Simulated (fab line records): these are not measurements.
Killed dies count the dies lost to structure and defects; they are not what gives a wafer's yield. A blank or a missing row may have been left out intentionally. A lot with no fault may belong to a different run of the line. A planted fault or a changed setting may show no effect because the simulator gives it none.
A struck lot beside a sound one / flow n5Finfet / 37 out of 1938 route steps
Sound: the wafers L424.2, L424.3, L424.5. Struck: wafer L434.6 (L434.1, L434.5, from the same lot, were not struck and are left out); the cause is given at the end.
Order at every step that has rows: each side's tool, ch and its chambers, its first start. Under that, the readings that differ: sound wafers / struck wafers / difference of the means / sigmas: that difference in standard deviations of wafers without a fault.
alike: same words and numbers on both sides, and readings whose means sit less than 2 such deviations apart. not compared: any withheld reading, any reading some wafer has no value for, any bound like >300 that may hide the same value, and any number with overlapping values for which the record gives no deviation.
Wherever a step has rows on one side only, a row that says differs or no value, or a row with sigmas, the two part there. Non-overlapping numbers with no deviation appear without sigmas and do not part them. A reading missing from all wafers of one side parts the sides only when that side holds two or more wafers.

first, 9 steps without rows for these wafers: N5_MOL_CONTACT_COAG_COAT_78 (resist thk 40 nm); N5_MOL_CONTACT_COAG_EBR_80; N5_MOL_CONTACT_COAG_SOFTBAKE_79 (time 60 s); N5_MOL_CONTACT_COAG_EXPOSE_81 (exposes mask VG, defocus 0 nm); N5_MOL_CONTACT_COAG_PEB_82 (peb time 60 s); N5_MOL_CONTACT_COAG_DEVELOP_83 (develop time 30 s); N5_MOL_CONTACT_COAG_DESCUM_88 (chemistry O2, time 7 s); N5_MOL_CONTACT_COAG_ETCH_89 (etches underlayer in N2/H2, target depth 13 nm, time 10.4 s); N5_MOL_CONTACT_COAG_ETCH_90 (etches SiARC in CF4, target depth 13 nm, time 21.7 s).
N5_MOL_CONTACT_COAG_ALD_131: deposits SiO2, target thk 5 nm, pulse time 1 s, co reactant pulse time 1 s.
  sound on aldSin-03 ch 0,1,3, day 5 20:01; struck on aldSin-03 ch 2, day 8 08:55
reading=aldCycles; sound=35 35 35; struck=24; difference=-11; sigmas=
reading=model.SiO2_of_MOL_CONTACT_COAG_ALD_131.thkNm (nm); sound=5 5 5; struck=3.4; difference=-1.6; sigmas=
  alike: chamberPressureTorr, heaterPowerOuterW, heaterPowerW, precursorPulseHeightRel
  not compared: sinceWetCleanH, susceptorTempC
then, 25 steps without rows for these wafers: N5_MOL_CONTACT_COAG_ETCHBACK_132 (etches SiO2 in CHF3, target depth 10 nm, time 6.7 s); N5_MOL_CONTACT_COAG_ETCH_91 (etches SOC in N2/H2, target depth 60 nm, overetch 21 nm, time 101.2 s); N5_MOL_CONTACT_COAG_STRIP_92 (strips in N2/H2); N5_MOL_CONTACT_COAG_STRIP_93 (strips in N2/H2); N5_MOL_CONTACT_COAG_ETCHBACK_135 (etches SiO2 in CHF3, target depth 25 nm, time 16.7 s); N5_MOL_CONTACT_COAG_STRIP_118 (strips in CHF3); N5_MOL_CONTACT_COAG_VIA_ETCH_46 (etches SiO2 in C4F6/O2, target depth 46 nm, overetch 9.2 nm, time 40 s); N5_MOL_CONTACT_COAG_STRIP_96 (strips in N2/H2); N5_MOL_CONTACT_COAG_ETCH_47 (etches SiNx in CH3F/O2, stops on W, target depth 27 nm); N5_MOL_CONTACT_COAG_STRIP_119 (strips in N2/H2, time 30 s); N5_MOL_CONTACT_COAG_PRECLEAN_144 (cleans in alkaline clean, time 60 s); N5_MOL_CONTACT_COAG_SRD_145 (time 30 s); N5_MOL_CONTACT_COAG_COAT_62 (time 60 s, resist thk 60 nm); N5_MOL_CONTACT_COAG_COAT_63 (time 60 s, resist thk 10 nm); N5_MOL_CONTACT_COAG_COAT_64 (time 60 s, resist thk 10 nm); N5_MOL_CONTACT_COAG_COAT_34 (resist thk 40 nm); N5_MOL_CONTACT_COAG_EBR_36; N5_MOL_CONTACT_COAG_SOFTBAKE_35 (time 60 s); N5_MOL_CONTACT_COAG_EXPOSE_37 (exposes mask VD, defocus 0 nm); N5_MOL_CONTACT_COAG_PEB_38 (peb time 60 s); N5_MOL_CONTACT_COAG_DEVELOP_39 (develop time 30 s); N5_MOL_CONTACT_COAG_DESCUM_45 (chemistry O2, time 7 s); N5_MOL_CONTACT_COAG_ETCH_65 (etches underlayer in N2/H2, target depth 13 nm, time 10.4 s); N5_MOL_CONTACT_COAG_ETCH_66 (etches SiARC in CF4, target depth 13 nm, time 21.7 s); N5_MOL_CONTACT_COAG_ALD_133 (deposits SiO2, target thk 5 nm, pulse time 1 s, co reactant pulse time 1 s).
N5_BEOL_M4_RC_MEAS_101:
  the record has rows for the sound wafers here (prober-01 ch 0, day 8 22:01) and none for the struck ones
-- the record jumps here: 8 days lie between the struck wafers' starts before and after (it left off in module BEOL_M4 and takes up again in module PASSIVATION, whose first step shown is number 1936 of the route) --
N5_PASSIVATION_PROBE_49:
  sound: prober-01 at day 13 06:47; struck: prober-01 at day 16 02:28
reading=defectLimitedYield (%); sound=90.3 90.3 89.9; struck=24.7; difference=-65.5; sigmas=-47
reading=killedAtContacts; sound=22 23 36; struck=824; difference=+797; sigmas=+99 or more
reading=killedDies; sound=115 114 119; struck=888; difference=+772; sigmas=+48
reading=killedOnRim; sound=13 13 17; struck=116; difference=+102; sigmas=+24
reading=killedShort; sound=41 38 49; struck=23; difference=-20; sigmas=-2
reading=sortNPass; sound=1065 1066 1061; struck=292; difference=-772; sigmas=-34
reading=sortYieldPct (%); sound=90.3 90.3 89.9; struck=24.7; difference=-65.5; sigmas=-34
  alike: killed_at_M0_to_M3, killed_at_M4_up, killedAtFrontEnd, killedAtOther, killedOpen, sort_bin_5_function, sort_bin_6_memory

## WHERE THEY PART
First at N5_BEOL_M4_RC_MEAS_101; last, within this record, at N5_PASSIVATION_PROBE_49.

WHY: whatever the simulator had introduced
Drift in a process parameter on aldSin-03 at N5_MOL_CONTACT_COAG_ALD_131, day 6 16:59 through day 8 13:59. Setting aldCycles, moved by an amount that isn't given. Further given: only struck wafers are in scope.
